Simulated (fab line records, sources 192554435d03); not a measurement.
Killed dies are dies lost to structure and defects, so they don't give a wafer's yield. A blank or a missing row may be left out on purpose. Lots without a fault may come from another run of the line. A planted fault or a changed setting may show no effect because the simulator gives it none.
fab line records | flow n5_finfet
record lots=24 wafers=72 last_day=20
route steps=1938 shown BEOL_M14@1731 BEOL_M15@1784
lots that met no fault: from a run of the same line without faults
start_h: hours from the record's first day to the start of the lot's first wafer shown | wait_h: hours since the lot's step before | " the same as in the row above | L1.1+2: a row that stands for several wafers | - no value, or no start given | * or withheld: withheld | < > ~ a bound
route shown NAME@n: a module of which the file shows steps, and the number in the route of the first | usual: mean/standard deviation of fault-free wafers | same: alike in all rows | chamber/n: place in a boat | sites: the reading at each site | _std_site: their standard deviation | _edge_site: outer sites' mean less inner sites' | radius_mm: how far each site lies from the wafer's centre | mask NAME#n: copy n | behind: the tool/chamber that last shaped the wafer | hold: why the lot was held/for how many hours/how that ended | device: the transistor (n, p or np) that didn't switch | end of line: the same wafers' tests at the end of the route | a step without rows: its recipe alone | killed: dies lost to structure and defects at the first sort, not the wafer's yield | map: a wafer's dies, x killed, . not, _ none there
set.NAME: the setting as run; set.NAME@STEP: as run at that earlier step | model.NAME: the simulator's own value behind a step, which no gauge read
steps of the route over a sample of lots; a table a step, a row a wafer
services: from which hour (start_h, from the record's first day; less than 0 if before it) a tool's chamber was out of use, for how many hours, and why
## steps
# step N5_BEOL_M14_VIA_ETCH_16
# recipe chemistry=C4F8/O2/Ar target=SiO2 he_inner_torr=15 he_outer_torr=30 target_depth_a=12313 time_s=withheld ion_energy_ev=800 pressure_mtorr=20 source_w=1905 bias_w=2040 Ar_flow_sccm=400 C4F8_flow_sccm=16 O2_flow_sccm=12 ends=cleared
# usual drypump_motor_current_A=5.6/0.39 oes_product_au=0.73/0.09 rf_vpp_V=2232/45 showerhead_plenum_p_Torr=3.46/0.15 throttle_valve_pct=30.9/0.31
# columns lot.wafer tool chamber start_h wait_h drypump_motor_current_A oes_product_au rf_vpp_V showerhead_plenum_p_Torr throttle_valve_pct
L074.2 rie_diel-05 3 275.05 0.0 5.5 0.91 2229 3.69 30.7
L074.3 " 1 " " 6.2 0.68 2228 3.41 31.3
L074.5 " 0 " " 5.2 0.65 2218 3.27 30.8
L075.3 rie_diel-05 3 291.29 0.0 5.5 0.88 2230 3.68 30.7
L075.5 " 0 " " 5.1 0.64 2217 3.26 30.8
L075.6 " 3 " " 5.5 0.87 2229 3.68 30.7
L078.1 rie_diel-04 0 298.62 0.0 5.8 0.67 2318 3.42 30.3
L078.3 " 3 " " 5.5 0.68 2153 3.28 30.8
L078.6 " 0 " " 5.8 0.67 2318 3.42 30.3
L076.1 rie_diel-01 0 306.14 0.0 6.2 0.83 2189 3.52 30.8
L076.4 " 1 " " 5.8 0.67 2332 3.60 30.8
L076.5 " 3 " " 5.0 0.65 2245 3.28 31.0
L077.1 rie_diel-04 1 308.17 0.0 6.2 0.63 2193 3.29 31.2
L077.4 " 2 " " 5.6 0.75 2227 3.52 31.4
L077.5 " 2 " " 5.6 0.75 2228 3.52 31.4
L079.1 rie_diel-05 1 321.28 0.0 6.2 0.67 2229 3.41 31.3
L079.4 " 2 " " 5.3 0.83 2244 3.55 31.1
L079.6 " 3 " " 5.5 0.84 2229 3.67 30.7
L083.2 rie_diel-04 0 322.90 0.0 5.8 0.67 2317 3.42 30.3
L083.5 " 0 " " 5.8 0.67 2317 3.41 30.3
L083.6 " 3 " " 5.5 0.68 2153 3.27 30.8
L082.2 rie_diel-04 0 325.61 0.0 5.8 0.67 2316 3.41 30.3
L082.4 " 3 " " 5.5 0.68 2152 3.27 30.8
L082.5 " 1 " " 6.1 0.63 2191 3.29 31.2
L080.1 rie_diel-04 0 334.70 0.0 5.9 0.67 2318 3.41 30.3
L080.3 " 3 " " 5.5 0.67 2152 3.27 30.8
L080.6 " 2 " " 5.6 0.75 2227 3.51 31.4
L084.1 rie_diel-05 0 348.18 0.0 5.1 0.63 2218 3.25 30.8
L084.4 " 3 " " 5.5 0.83 2229 3.67 30.7
L084.6 " 3 " " 5.5 0.84 2229 3.67 30.7
L081.2 rie_diel-01 2 350.84 0.0 5.1 0.90 2191 3.40 30.9
L081.3 " 0 " " 6.3 0.80 2190 3.51 30.8
L081.4 " 3 " " 5.1 0.65 2244 3.27 31.0
L085.1 rie_diel-05 1 354.14 0.0 6.1 0.66 2228 3.40 31.3
L085.2 " 2 " " 5.3 0.80 2245 3.54 31.1
L085.4 " 1 " " 6.2 0.66 2227 3.40 31.3
L088.1 rie_diel-05 3 365.45 0.0 5.5 0.82 2227 3.66 30.7
L088.2 " 2 " " 5.3 0.79 2243 3.54 31.1
L088.6 " 3 " " 5.4 0.81 2227 3.66 30.7
L087.1 rie_diel-01 1 370.36 0.0 5.8 0.67 2331 3.59 30.8
L087.2 " 3 " " 5.1 0.65 2245 3.27 31.0
L087.4 " 0 " " 6.3 0.79 2188 3.51 30.9
L089.1 rie_diel-05 2 375.47 0.0 5.3 0.78 2243 3.53 31.1
L089.2 " 0 " " 5.2 0.87 2254 3.65 30.7
L089.6 " 0 " " 5.2 0.86 2255 3.65 30.7
L086.2 rie_diel-01 2 379.75 0.0 5.1 0.88 2191 3.39 30.9
L086.4 " 3 " " 5.0 0.65 2245 3.27 31.0
L086.6 " 3 " " 5.1 0.64 2243 3.27 31.0
L091.1 rie_diel-05 0 380.40 0.0 5.1 0.86 2253 3.65 30.7
L091.4 " 3 " " 5.5 0.80 2228 3.66 30.7
L091.5 " 2 " " 5.3 0.78 2244 3.53 31.1
L093.3 rie_diel-05 2 404.14 0.0 5.3 0.78 2243 3.53 31.1
L093.4 " 0 " " 5.1 0.85 2254 3.64 30.7
L093.6 " 0 " " 5.2 0.83 2254 3.64 30.7
L092.1 rie_diel-04 0 408.98 0.0 5.8 0.66 2315 3.41 30.3
L092.3 " 2 " " 5.7 0.72 2225 3.49 31.4
L092.5 " 3 " " 5.5 0.65 2149 3.26 30.8
L094.4 rie_diel-05 2 422.77 0.0 5.3 0.76 2241 3.53 31.1
L094.5 " 0 " " 5.2 0.82 2254 3.64 30.7
L094.6 " 3 " " 5.4 0.79 2226 3.65 30.7
L090.1 rie_diel-01 2 428.89 0.0 5.1 0.83 2191 3.38 30.8
L090.3 " 3 " " 5.0 0.63 2242 3.26 31.0
L090.5 " 2 " " 5.1 0.83 2190 3.38 30.9
L096.2 rie_diel-01 3 450.19 0.0 5.0 0.62 2242 3.25 31.0
L096.3 " 0 " " 6.2 0.76 2186 3.50 30.9
L096.4 " 2 " " 5.1 0.82 2189 3.38 30.9
L097.1 rie_diel-04 1 450.68 0.0 6.2 0.86 2228 3.67 31.2
L097.4 " 2 " " 5.6 0.70 2225 3.49 31.4
L097.6 " 0 " " 5.8 0.65 2316 3.40 30.3
L095.2 rie_diel-04 1 458.92 0.0 6.1 0.85 2228 3.67 31.2
L095.4 " 0 " " 5.8 0.65 2315 3.40 30.3
L095.5 " 2 " " 5.6 0.70 2225 3.48 31.4
# step N5_BEOL_M14_ETCH_38
# recipe chemistry=CF4/N2 target=SiCN target_depth_a=1065 taper_deg=2 time_s=120.6 ion_energy_ev=150 mask_material=SiO2 pressure_mtorr=40 source_w=430 bias_w=70 Ar_flow_sccm=100 cf4_flow_sccm=60 n2_flow_sccm=60
# usual drypump_motor_current_A=5.6/0.37 oes_product_au=0.81/0.092 rf_vpp_V=382.4/2.3 showerhead_plenum_p_Torr=2.21/0.088 throttle_valve_pct=15.40/0.29
# columns lot.wafer tool chamber start_h wait_h drypump_motor_current_A oes_product_au rf_hours_counter_h rf_vpp_V showerhead_plenum_p_Torr throttle_valve_pct
L074.2 rie_diel-04 3 - - 5.5 0.78 177 380.6 2.10 15.49
L074.3 " 2 " " 5.6 0.84 63 384.2 2.25 15.70
L074.5 " 2 " " 5.6 0.85 - 383.3 2.25 15.68
L075.3 rie_diel-05 0 - - 5.1 0.70 230 378.0 2.09 15.40
L075.5 " 2 " " 5.3 0.95 - 383.9 2.26 15.15
L075.6 " 3 " " 5.4 0.97 - 385.9 2.35 14.94
L078.1 rie_diel-04 1 - - 6.1 0.70 220 379.3 2.11 15.85
L078.3 " 2 " " 5.6 0.84 74 381.4 2.25 15.70
L078.6 " 0 " " 5.8 0.73 - 382.9 2.19 15.13
L076.1 rie_diel-01 3 - - 5.1 0.73 187 378.6 2.10 15.62
L076.4 " 0 " " 6.3 0.93 22 383.2 2.25 15.19
L076.5 " 1 " " 5.8 0.74 - 385.4 2.31 15.39
L077.1 rie_diel-04 2 - - 5.6 0.84 78 383.6 2.25 15.71
L077.4 " 1 " " 6.1 0.69 225 380.7 2.11 15.85
L077.5 " 2 " " 5.6 0.84 - 383.5 2.25 15.71
L079.1 rie_diel-04 1 - - 6.1 0.69 227 378.0 2.11 15.87
L079.4 " 0 " " 5.8 0.73 172 381.6 2.19 15.13
L079.6 " 2 " " 5.6 0.83 - 381.4 2.25 15.72
L083.2 rie_diel-05 1 - - 6.2 0.74 179 381.6 2.18 15.73
L083.5 " 0 " " 5.1 0.70 - 379.6 2.08 15.41
L083.6 " 1 " " 6.2 0.74 - 381.2 2.18 15.73
L082.2 rie_diel-05 1 - - 6.2 0.75 179 381.5 2.18 15.72
L082.4 " 3 " " 5.4 0.94 27 385.1 2.35 14.99
L082.5 " 2 " " 5.3 0.92 - 383.1 2.25 15.18
L080.1 rie_diel-05 2 - - 5.3 0.89 22 383.4 2.25 15.19
L080.3 " 1 " " 6.2 0.74 182 382.4 2.18 15.74
L080.6 " 3 " " 5.4 0.93 - 385.9 2.34 14.98
L084.1 rie_diel-05 1 - - 6.2 0.73 186 381.7 2.17 15.73
L084.4 " 3 " " 5.4 0.92 - 386.2 2.34 15.01
L084.6 " 1 " " 6.2 0.73 - 381.1 2.17 15.73
L081.2 rie_diel-04 2 - - 5.6 0.82 96 384.0 2.24 15.74
L081.3 " 3 " " 5.5 0.74 209 381.0 2.09 15.56
L081.4 " 2 " " 5.6 0.82 - 382.6 2.24 15.75
L085.1 rie_diel-05 1 - - 6.2 0.74 191 381.4 2.17 15.74
L085.2 " 3 " " 5.4 0.92 39 386.8 2.34 14.99
L085.4 " 3 " " 5.4 0.92 - 384.9 2.34 14.98
L088.1 rie_diel-01 2 - - 5.2 0.99 4 381.1 2.17 15.20
L088.2 " 3 " " 5.0 0.72 205 380.0 2.09 15.66
L088.6 " 0 " " 6.3 0.89 - 383.1 2.24 15.23
L087.1 rie_diel-01 3 - - 5.0 0.71 207 378.0 2.09 15.65
L087.2 " 1 " " 5.8 0.72 179 382.7 2.30 15.42
L087.4 " 0 " " 6.2 0.89 43 384.1 2.24 15.24
L089.1 rie_diel-05 2 - - 5.3 0.86 40 384.2 2.25 15.24
L089.2 " 3 " " 5.4 0.89 49 385.5 2.34 15.02
L089.6 " 3 " " 5.5 0.90 - 385.2 2.34 15.01
L086.2 rie_diel-04 2 - - 5.6 0.81 109 382.4 2.24 15.78
L086.4 " 3 " " 5.5 0.74 - 380.6 2.09 15.59
L086.6 " 0 " " 5.8 0.73 - 380.7 2.18 15.16
L091.1 rie_diel-01 1 - - 5.8 0.72 183 384.4 2.30 15.42
L091.4 " 0 " " 6.3 0.89 47 383.5 2.24 15.24
L091.5 " 2 " " 5.1 0.97 - 381.8 2.17 15.22
L093.3 rie_diel-04 2 - - 5.6 0.80 118 382.4 2.23 15.79
L093.4 " 3 " " 5.5 0.73 - 378.4 2.09 15.61
L093.6 " 0 " " 5.8 0.72 - 382.1 2.18 15.16
L092.1 rie_diel-01 3 - - 5.0 0.70 222 379.7 2.09 15.67
L092.3 " 0 " " 6.2 0.86 59 382.8 2.24 15.26
L092.5 " 2 " " 5.1 0.94 - 381.0 2.16 15.21
L094.4 rie_diel-05 1 - - 6.2 0.72 209 381.5 2.17 15.77
L094.5 " 2 " " 5.3 0.84 - 384.0 2.24 15.26
L094.6 " 3 " " 5.4 0.88 - 384.9 2.33 15.05
L090.1 rie_diel-05 0 - - 5.2 0.91 23 385.1 2.34 14.98
L090.3 " 1 " " 6.2 0.72 213 381.7 2.16 15.78
L090.5 " 0 " " 5.1 0.91 - 384.9 2.34 14.99
L097.1 rie_diel-04 1 - - 6.2 0.95 9 385.5 2.37 15.47
L097.4 " 3 " " 5.5 0.72 245 379.6 2.08 15.64
L097.6 " 0 " " 5.8 0.71 - 381.6 2.18 15.21
L096.2 rie_diel-05 1 - - 6.1 0.71 215 381.2 2.16 15.80
L096.3 " 0 " " 5.2 0.89 25 384.3 2.34 15.01
L096.4 " 2 " " 5.3 0.83 60 381.5 2.24 15.26
L095.2 rie_diel-04 1 - - 6.1 0.94 14 385.9 2.36 15.45
L095.4 " 2 " " 5.6 0.78 138 382.4 2.23 15.82
L095.5 " 3 " " 5.5 0.72 - 378.5 2.08 15.64
# step N5_BEOL_M15_OVL_MEAS_11
# recipe points_per_wafer=44
# usual V14_OVL=-1/5.3
# columns lot.wafer tool chamber start_h wait_h V14_OVL[nm]
L074.2 overlay-01 0 278.95 0.0 -2
L074.3 " 0 " " -4
L074.5 " 0 " " -12
L075.3 overlay-02 0 298.96 0.0 8
L075.5 " 0 " " 4
L075.6 " 0 " " 4
L078.1 overlay-02 0 305.10 0.0 1
L078.3 " 0 " " 0
L078.6 " 0 " " 4
L076.1 overlay-01 0 315.31 0.0 -7
L076.4 " 0 " " -1
L076.5 " 0 " " -5
L077.1 overlay-01 0 316.56 0.0 1
L077.4 " 0 " " 5
L077.5 " 0 " " 9
L079.1 overlay-01 0 326.49 0.0 5
L079.4 " 0 " " 2
L079.6 " 0 " " 1
L083.2 overlay-01 0 328.13 0.0 3
L083.5 " 0 " " -12
L083.6 " 0 " " -1
L082.2 overlay-01 0 331.22 0.0 -10
L082.4 " 0 " " -2
L082.5 " 0 " " 1
L080.1 overlay-01 0 340.37 0.0 7
L080.3 " 0 " " 5
L080.6 " 0 " " -6
L084.1 overlay-01 0 353.79 0.0 3
L084.4 " 0 " " 1
L084.6 " 0 " " -3
L081.2 overlay-01 0 357.68 0.0 -7
L081.3 " 0 " " 0
L081.4 " 0 " " -8
L085.1 overlay-01 0 361.20 0.0 8
L085.2 " 0 " " 10
L085.4 " 0 " " 6
L088.1 overlay-02 0 370.74 0.0 6
L088.2 " 0 " " 5
L088.6 " 0 " " 10
L087.1 overlay-02 0 374.73 0.0 3
L087.2 " 0 " " -7
L087.4 " 0 " " -3
L089.1 overlay-02 0 379.41 0.0 -2
L089.2 " 0 " " -3
L089.6 " 0 " " -2
L086.2 overlay-01 0 386.80 0.0 -3
L086.4 " 0 " " -2
L086.6 " 0 " " -1
L091.1 overlay-02 0 387.05 0.0 -7
L091.4 " 0 " " 1
L091.5 " 0 " " -5
L093.3 overlay-02 0 408.73 0.0 -2
L093.4 " 0 " " -3
L093.6 " 0 " " -2
L092.1 overlay-02 0 416.96 0.0 0
L092.3 " 0 " " 4
L092.5 " 0 " " 3
L094.4 overlay-01 0 428.55 0.0 4
L094.5 " 0 " " -5
L094.6 " 0 " " -3
L090.1 overlay-01 0 449.37 0.0 0
L090.3 " 0 " " -7
L090.5 " 0 " " 4
L097.1 overlay-02 0 455.68 0.0 -5
L097.4 " 0 " " -3
L097.6 " 0 " " -11
L096.2 overlay-02 0 456.39 0.0 0
L096.3 " 0 " " -11
L096.4 " 0 " " 3
L095.2 overlay-02 0 466.97 0.0 4
L095.4 " 0 " " 8
L095.5 " 0 " " -2
# step N5_BEOL_M15_INSPECT_12
# recipe mode=adi inspect_instrument=macro
# usual raw_defect_count=2.2/1.4
# columns lot.wafer tool chamber start_h wait_h raw_defect_count
L074.2 defect_inspect-01 - 278.97 0.0 1
L074.3 " - " " 2
L074.5 " - " " 3
L075.3 defect_inspect-01 - 298.99 0.0 4
L075.5 " - " " 1
L075.6 " - " " 3
L078.1 defect_inspect-01 - 305.13 0.0 1
L078.3 " - " " 3
L078.6 " - " " 0
L076.1 defect_inspect-02 - 315.33 0.0 2
L076.4 " - " " 3
L076.5 " - " " 0
L077.1 defect_inspect-01 - 316.58 0.0 3
L077.4 " - " " 1
L077.5 " - " " 6
L079.1 defect_inspect-02 - 326.51 0.0 2
L079.4 " - " " 3
L079.6 " - " " 1
L083.2 defect_inspect-02 - 328.15 0.0 3
L083.5 " - " " 3
L083.6 " - " " 5
L082.2 defect_inspect-01 - 331.24 0.0 2
L082.4 " - " " 2
L082.5 " - " " 4
L080.1 defect_inspect-02 - 340.40 0.0 3
L080.3 " - " " 1
L080.6 " - " " 4
L084.1 defect_inspect-02 - 353.81 0.0 5
L084.4 " - " " 3
L084.6 " - " " 1
L081.2 defect_inspect-01 - 357.71 0.0 3
L081.3 " - " " 1
L081.4 " - " " 5
L085.1 defect_inspect-02 - 361.23 0.0 1
L085.2 " - " " 1
L085.4 " - " " 0
L088.1 defect_inspect-01 - 370.77 0.0 2
L088.2 " - " " 5
L088.6 " - " " 2
L087.1 defect_inspect-02 - 374.75 0.0 4
L087.2 " - " " 2
L087.4 " - " " 1
L089.1 defect_inspect-01 - 379.43 0.0 0
L089.2 " - " " 0
L089.6 " - " " 2
L086.2 defect_inspect-01 - 386.82 0.0 3
L086.4 " - " " 1
L086.6 " - " " 2
L091.1 defect_inspect-02 - 387.07 0.0 4
L091.4 " - " " 3
L091.5 " - " " 3
L093.3 defect_inspect-02 - 408.76 0.0 0
L093.4 " - " " 0
L093.6 " - " " 3
L092.1 defect_inspect-01 - 416.98 0.0 2
L092.3 " - " " 2
L092.5 " - " " 1
L094.4 defect_inspect-01 - 428.57 0.0 2
L094.5 " - " " 3
L094.6 " - " " 3
L090.1 defect_inspect-02 - 449.39 0.0 2
L090.3 " - " " 2
L090.5 " - " " 4
L097.1 defect_inspect-02 - 455.70 0.0 4
L097.4 " - " " 1
L097.6 " - " " 3
L096.2 defect_inspect-01 - 456.41 0.0 4
L096.3 " - " " 2
L096.4 " - " " 0
L095.2 defect_inspect-01 - 466.99 0.0 2
L095.4 " - " " 1
L095.5 " - " " 3
# step N5_BEOL_M15_STRIP_62
# recipe chemistry=O2 power_w=600 temp_c=60 pressure_mtorr=30 rf_frequency_hz=6e+07 bias_power_w=0 overash_fraction=0.3 o2_flow_sccm=225
# usual drypump_motor_current_A=5.6/0.34 oes_product_au=0.79/0.082 rf_vpp_V=3.7/0.47 showerhead_plenum_p_Torr=2.09/0.073 throttle_valve_pct=16.69/0.19
# columns lot.wafer tool chamber start_h wait_h drypump_motor_current_A oes_product_au rf_hours_counter_h rf_vpp_V showerhead_plenum_p_Torr throttle_valve_pct
L074.2 rie_diel-06 0 - - 5.5 0.89 46 4.1 2.08 16.51
L074.3 " 3 " " 5.8 0.68 225 3.6 2.04 16.78
L074.5 " 0 " " 5.5 0.89 - 2.6 2.08 16.53
L075.3 rie_diel-06 1 - - 5.3 0.83 97 4.1 2.11 16.70
L075.5 " 3 " " 5.8 0.68 - 3.4 2.04 16.79
L075.6 " 0 " " 5.5 0.87 - 4.1 2.08 16.53
L078.1 rie_diel-03 1 - - 6.5 0.73 194 3.8 2.11 16.94
L078.3 " 3 " " 4.9 0.72 210 3.0 2.16 17.02
L078.6 " 3 " " 4.9 0.71 - 2.8 2.16 17.01
L076.1 rie_diel-03 0 - - 6.0 0.83 76 3.6 2.13 16.62
L076.4 " 3 " " 4.9 0.71 211 3.8 2.16 17.03
L076.5 " 3 " " 4.9 0.71 - 4.0 2.16 17.02
L077.1 rie_diel-03 2 - - 5.4 0.92 5 3.5 2.18 16.49
L077.4 " 1 " " 6.4 0.75 196 3.8 2.11 16.96
L077.5 " 1 " " 6.5 0.75 - 3.8 2.11 16.95
L079.1 rie_diel-06 3 - - 5.8 0.68 238 3.2 2.04 16.81
L079.4 " 1 " " 5.4 0.81 105 4.2 2.10 16.69
L079.6 " 2 " " 5.8 0.77 - 4.4 1.95 16.85
L083.2 rie_diel-02 3 - - 5.7 0.70 244 3.4 1.95 16.81
L083.5 " 3 " " 5.7 0.70 - 2.8 1.95 16.81
L083.6 " 0 " " 5.5 0.77 - 3.0 2.01 16.61
L082.2 rie_diel-02 2 - - 5.5 0.70 227 4.2 2.08 16.84
L082.4 " 3 " " 5.6 0.70 245 4.2 1.95 16.80
L082.5 " 1 " " 5.4 0.81 - 3.8 2.19 16.47
L080.1 rie_diel-06 3 - - 5.8 0.67 244 3.6 2.04 16.83
L080.3 " 0 " " 5.5 0.86 67 4.6 2.07 16.55
L080.6 " 1 " " 5.4 0.81 - 3.9 2.10 16.73
L084.1 rie_diel-03 2 - - 5.4 0.88 15 3.4 2.17 16.53
L084.4 " 0 " " 6.0 0.81 87 3.3 2.12 16.66
L084.6 " 1 " " 6.5 0.74 - 3.6 2.11 16.96
L081.2 rie_diel-02 1 - - 5.4 0.80 120 3.1 2.19 16.49
L081.3 " 2 " " 5.5 0.70 236 3.6 2.08 16.87
L081.4 " 1 " " 5.4 0.80 - 3.7 2.19 16.50
L085.1 rie_diel-02 2 - - 5.5 0.69 238 3.5 2.08 16.88
L085.2 " 0 " " 5.5 0.76 156 4.0 2.01 16.61
L085.4 " 2 " " 5.5 0.69 - 3.8 2.08 16.85
L088.1 rie_diel-02 1 - - 5.4 0.80 126 3.7 2.19 16.47
L088.2 " 3 " " 5.7 0.96 3 4.3 2.21 16.34
L088.6 " 0 " " 5.5 0.76 - 3.6 2.01 16.63
L087.1 rie_diel-06 0 - - 5.5 0.83 79 3.5 2.07 16.58
L087.2 " 1 " " 5.4 0.79 125 4.3 2.10 16.76
L087.4 " 2 " " 5.9 0.76 - 3.8 1.95 16.87
L089.1 rie_diel-02 3 - - 5.6 0.95 5 4.2 2.21 16.36
L089.2 " 1 " " 5.4 0.79 128 4.2 2.19 16.50
L089.6 " 0 " " 5.5 0.75 - 3.5 2.01 16.65
L086.2 rie_diel-02 0 - - 5.5 0.74 169 3.6 2.01 16.64
L086.4 " 2 " " 5.5 0.69 250 4.4 2.07 16.89
L086.6 " 3 " " 5.7 0.93 - 4.0 2.20 16.37
L091.1 rie_diel-06 0 - - 5.5 0.83 89 3.4 2.06 16.59
L091.4 " 2 " " 5.8 0.74 159 4.2 1.95 16.89
L091.5 " 2 " " 5.8 0.74 - 3.1 1.95 16.88
L093.3 rie_diel-06 1 - - 5.4 0.77 139 3.6 2.09 16.76
L093.4 " 3 " " 5.8 0.95 9 3.8 2.03 16.42
L093.6 " 3 " " 5.8 0.95 - 3.6 2.03 16.41
L092.1 rie_diel-06 1 - - 5.4 0.78 141 2.8 2.09 16.77
L092.3 " 3 " " 5.8 0.94 11 3.9 2.03 16.40
L092.5 " 3 " " 5.8 0.95 - 2.5 2.03 16.39
L094.4 rie_diel-03 1 - - 6.5 0.72 221 3.7 2.10 16.99
L094.5 " 1 " " 6.4 0.73 - 3.8 2.10 16.97
L094.6 " 2 " " 5.4 0.86 - 4.1 2.17 16.52
L090.1 rie_diel-03 0 - - 6.0 0.79 108 3.3 2.11 16.69
L090.3 " 2 " " 5.4 0.84 37 4.5 2.17 16.55
L090.5 " 2 " " 5.4 0.85 - 3.9 2.17 16.56
L097.1 rie_diel-03 1 - - 6.4 0.72 222 3.7 2.10 17.00
L097.4 " 3 " " 4.9 0.70 246 3.5 2.15 17.08
L097.6 " 0 " " 6.0 0.79 - 3.8 2.11 16.70
L096.2 rie_diel-02 2 - - 5.6 0.98 9 3.0 2.07 16.53
L096.3 " 3 " " 5.7 0.89 27 4.1 2.20 16.40
L096.4 " 2 " " 5.5 0.98 - 3.9 2.07 16.54
L095.2 rie_diel-02 0 - - 5.5 0.74 189 3.4 2.00 16.67
L095.4 " 3 " " 5.7 0.88 31 3.7 2.20 16.41
L095.5 " 2 " " 5.5 0.96 - 3.7 2.07 16.53
# step N5_BEOL_M15_DEGAS_41
# recipe ambient=vacuum temp_c=300 time_s=60
# usual heater_power_w=455/31
# columns lot.wafer tool chamber start_h wait_h heater_power_w
L074.2 pvd_sputter-01 - 284.64 0.5 465
L074.3 " - " " 471
L074.5 " - " " 512
L075.3 pvd_sputter-03 - 303.74 0.5 456
L075.5 " - " " 476
L075.6 " - " " 443
L078.1 pvd_sputter-03 - 316.61 2.2 468
L078.3 " - " " 430
L078.6 " - " " 436
L076.1 pvd_sputter-02 - 318.24 0.3 436
L076.4 " - " " 415
L076.5 " - " " 407
L077.1 pvd_sputter-03 - 321.85 0.3 471
L077.4 " - " " 507
L077.5 " - " " 442
L079.1 pvd_sputter-03 - 329.61 0.4 506
L079.4 " - " " 481
L079.6 " - " " 477
L083.2 pvd_sputter-01 - 331.01 0.5 471
L083.5 " - " " 526
L083.6 " - " " 479
L082.2 pvd_sputter-02 - 335.42 0.4 436
L082.4 " - " " 426
L082.5 " - " " 478
L080.1 pvd_sputter-01 - 345.58 0.4 523
L080.3 " - " " 470
L080.6 " - " " 517
L084.1 pvd_sputter-03 - 359.27 0.3 440
L084.4 " - " " 502
L084.6 " - " " 439
L081.2 pvd_sputter-02 - 362.40 0.2 474
L081.3 " - " " 441
L081.4 " - " " 418
L085.1 pvd_sputter-02 - 365.30 0.4 428
L085.2 " - " " 397
L085.4 " - " " 457
L088.1 pvd_sputter-02 - 377.58 0.2 424
L088.2 " - " " 436
L088.6 " - " " 413
L087.1 pvd_sputter-03 - 377.92 0.4 472
L087.2 " - " " 450
L087.4 " - " " 424
L089.1 pvd_sputter-03 - 384.69 0.2 437
L089.2 " - " " 469
L089.6 " - " " 466
L086.2 pvd_sputter-03 - 401.63 0.3 475
L086.4 " - " " 438
L086.6 " - " " 498
L091.1 pvd_sputter-02 - 401.96 0.3 438
L091.4 " - " " 474
L091.5 " - " " 486
L093.3 pvd_sputter-02 - 414.71 0.1 406
L093.4 " - " " 491
L093.6 " - " " 479
L092.1 pvd_sputter-03 - 422.16 0.3 504
L092.3 " - " " 438
L092.5 " - " " 501
L094.4 pvd_sputter-03 - 435.59 0.5 468
L094.5 " - " " 428
L094.6 " - " " 478
L090.1 pvd_sputter-03 - 453.73 0.3 467
L090.3 " - " " 440
L090.5 " - " " 453
L097.1 pvd_sputter-02 - 458.44 0.4 431
L097.4 " - " " 403
L097.6 " - " " 415
L096.2 pvd_sputter-02 - 460.62 0.8 470
L096.3 " - " " 399
L096.4 " - " " 446
L095.2 pvd_sputter-03 - 469.83 0.3 443
L095.4 " - " " 501
L095.5 " - " " 439
## services
# columns tool chamber start_h hours kind
rie_diel-02 0 252.10 6.5 repair
rie_diel-04 0 268.44 10.6 repair
rie_diel-05 2 269.41 - clean
rie_diel-05 2 269.41 - consumable_replace:focus_ring
rie_diel-05 2 269.41 16.1 scheduled_down
rie_diel-05 2 269.41 16.1 vent_cycle
rie_diel-04 3 273.77 2.0 repair
rie_diel-05 1 286.76 30.4 repair
rie_diel-01 1 313.20 6.2 repair
rie_diel-06 2 331.76 38.5 repair
rie_diel-05 0 350.11 - clean
rie_diel-01 - 351.84 15.6 pm
rie_diel-03 - 377.95 28.1 pm
rie_diel-04 1 380.23 18.4 repair
rie_diel-02 - 383.26 0.5 repair
rie_diel-04 0 386.71 4.0 repair
pvd_sputter-01 - 393.50 73.0 repair
rie_diel-04 - 416.71 2.8 pm
rie_diel-01 0 427.65 10.6 repair
pvd_sputter-02 - 431.19 14.6 repair
rie_diel-03 1 436.31 21.0 repair
rie_diel-06 - 440.85 5.4 repair
rie_diel-02 1 457.33 10.4 repair
rie_diel-01 - 461.42 0.7 repair
## key
fault none
